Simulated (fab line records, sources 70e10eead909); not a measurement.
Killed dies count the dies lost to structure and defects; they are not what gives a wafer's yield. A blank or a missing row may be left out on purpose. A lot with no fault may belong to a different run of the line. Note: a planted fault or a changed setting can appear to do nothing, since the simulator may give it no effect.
Struck lot and sound lot, side by side / flow nand-harc / 25 out of 1302 route steps
Sound: wafers L151.2, L151.3, L151.4. Wafers struck: L156.2, L156.5, L156.6. The cause comes at the end.
Each step with rows lists, per side, the tool, then ch with its chambers, then its first start. Under that, the readings that differ: sound wafers / struck wafers / difference of the means / sigmas: that difference in standard deviations of wafers without a fault.
alike: readings whose means differ by less than 2 such deviations, and words and numbers that are the same on both sides. not compared: withheld readings, readings that some wafer has no value for, bounds like >300 that may hide the same value, and numbers for which the record gives no deviation and whose values overlap.
A row with sigmas, a row that says differs or no value, or rows on one side alone: a step with any of these is where the two part. Numbers that have no deviation but don't overlap get no sigmas and don't part them. A reading missing from all wafers of one side parts the sides only when that side holds two or more wafers.

first, 1 step without rows for these wafers: NHARC_P_M0_SRD_25.
NHARC_P_M0_INSPECT_27:
  sound on defect-inspect-01, day 9 17:23; struck on defect-inspect-01, day 12 06:00
  alike: raw-defect-count
NHARC_P_M0_PRE_CLEAN_31: time 12 s.
  sound on pecvd-03 ch 0,2, day 9 17:27; struck on pecvd-03 ch 0,1, day 12 06:05
  alike: heater-power-w
  not compared: since-wet-clean-h
NHARC_P_M0_DEP_32: deposits SiCN, target thk 30 nm.
  sound on pecvd-03 ch 0,2, day 9 17:32; struck on pecvd-03 ch 0,1, day 12 06:11
  alike: heater-power-w
  not compared: since-wet-clean-h
then, 7 steps without rows for these wafers: NHARC_P_M1_DEP_00 (deposits SiOC, target thk 182.5 nm); NHARC_P_M1_DEHYDRATE_01 (time 120 s); NHARC_P_M1_HMDS_02 (time 30 s); NHARC_P_M1_COAT_34 (time 65 s); NHARC_P_M1_COAT_03 (resist thk 90 nm); NHARC_P_M1_SOFTBAKE_04 (time 55 s); NHARC_P_M1_EBR_05.
NHARC_P_M1_EXPOSE_06: exposes mask P M1, target cd 130 nm.
  sound on arfi-scanner-01 ch 0, day 9 18:38; struck on arfi-scanner-03 ch 0, day 12 07:14
reading=exposure-dose-mJ-cm2; sound=81.82 81.79 81.72; struck=85.10 84.92 85.09; difference=+3.26; sigmas=+40
  alike: mask
then, 2 steps without rows for these wafers: NHARC_P_M1_PEB_07 (peb time 65 s); NHARC_P_M1_DEVELOP_08 (develop time 35 s).
NHARC_P_M1_CD_MEAS_09: the cd target is 130 nm.
  sound on cd-sem-01 ch 0, day 9 18:47; struck on cd-sem-03 ch 0, day 12 07:22
reading=cd-nm (nm); sound=130.1 129.7 130.5; struck=131.8 132.6 132.2; difference=+2.1; sigmas=+5
NHARC_P_M1_OVL_MEAS_10: pitch 260 nm.
  sound on overlay-02, day 9 18:52; struck on overlay-01, day 12 07:28
  alike: overlay-x-nm, overlay-y-nm
NHARC_P_M1_INSPECT_11:
  sound on defect-inspect-01, day 9 18:54; struck on defect-inspect-02, day 12 07:30
  alike: raw-defect-count
NHARC_P_M1_DESCUM_14: chemistry O2, time 3 s.
  sound on rie-diel-05 ch 0,1,2, day 9 18:58; struck on rie-diel-05 ch 0,1,3, day 12 07:38
reading=model.P_M1.cd-nm (nm); sound=130.2 129.7 130.6; struck=132.1 132.3 132.5; difference=+2.1; sigmas=
  alike: drypump-motor-current-A, oes-product-au, rf-vpp-V, showerhead-plenum-p-Torr, throttle-valve-pct
  not compared: rf-hours-counter-h
NHARC_P_M1_ETCH_35: etches the open film in N2/H2, target depth 40 nm, overetch 12 nm, time 43.94 s.
  sound on rie-diel-05 ch 0,2,3, day 9 19:04; struck on rie-diel-05 ch 1,2,3, day 12 07:48
  alike: drypump-motor-current-A, oes-product-au, rf-vpp-V, showerhead-plenum-p-Torr, throttle-valve-pct
  not compared: rf-hours-counter-h
NHARC_P_M1_ETCH_15: etches the open film in C4F8/Ar, target depth 182.5 nm, time 91.2 s.
  sound: rie-diel-05 ch 0,1,2; struck: rie-diel-05 ch 0,1,2
  alike: oes-product-au, rf-vpp-V
  not compared: rf-hours-counter-h
NHARC_P_M1_CD_MEAS_16:
  sound on cd-sem-01, day 9 19:16; struck on cd-sem-02, day 12 08:05
reading=cd-nm (nm); sound=130.1 129.6 130.8; struck=132.6 132.5 133.2; difference=+2.6; sigmas=+4
NHARC_P_M1_STRIP_18: strips in N2/H2.
  sound on rie-diel-05 ch 0,1,2, day 9 19:22; struck on rie-diel-13 ch 2,3, day 12 08:09
  alike: drypump-motor-current-A, oes-product-au, rf-vpp-V, showerhead-plenum-p-Torr, throttle-valve-pct
  not compared: rf-hours-counter-h
NHARC_P_M1_ETCH_28: etches the open film in CF4/N2, target depth 30 nm, time 72.99 s.
  sound: rie-diel-05 ch 1,2,3; struck: rie-diel-13 ch 0,1,2
reading=model.P_M1.cd-nm (nm); sound=130.5 129.6 130.3; struck=133.1 132.5 133.4; difference=+2.9; sigmas=
  alike: drypump-motor-current-A, oes-product-au, rf-vpp-V, showerhead-plenum-p-Torr, throttle-valve-pct
  not compared: rf-hours-counter-h
then, 1 step without rows for these wafers: NHARC_P_M1_STRIP_19 (strips in post etch residue remover, time 600 s).
-- the record jumps here: 18 days lie between the struck wafers' starts before and after (it left off in module P_M1 and takes up again in module END, whose first step shown is number 1302 of the route) --
NHARC_END_SORT_01:
  sound on prober-02 ch 0, day 28 02:57; struck on prober-01 ch 0, day 30 18:10
reading=killed-at-periphery; sound=7 12 4; struck=1 1 2; difference=-6; sigmas=-2
  alike: defect-limited-yield, killed-at-array, killed-at-other, killed-dies, killed-open, killed-short, sort_bin_2_pct, sort_bin_3_pct, sort_bin_4_pct, sort-n-pass, sort-rim-yield-pct, sort-yield-pct

## WHERE THEY PART
First at NHARC_P_M1_EXPOSE_06; last, within this record, at NHARC_END_SORT_01.

WHY: what the simulator had put in
Process parameter drift: arfi-scanner-03, from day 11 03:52 on, at NHARC_P_M1_EXPOSE_06. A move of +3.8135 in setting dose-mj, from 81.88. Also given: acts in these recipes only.
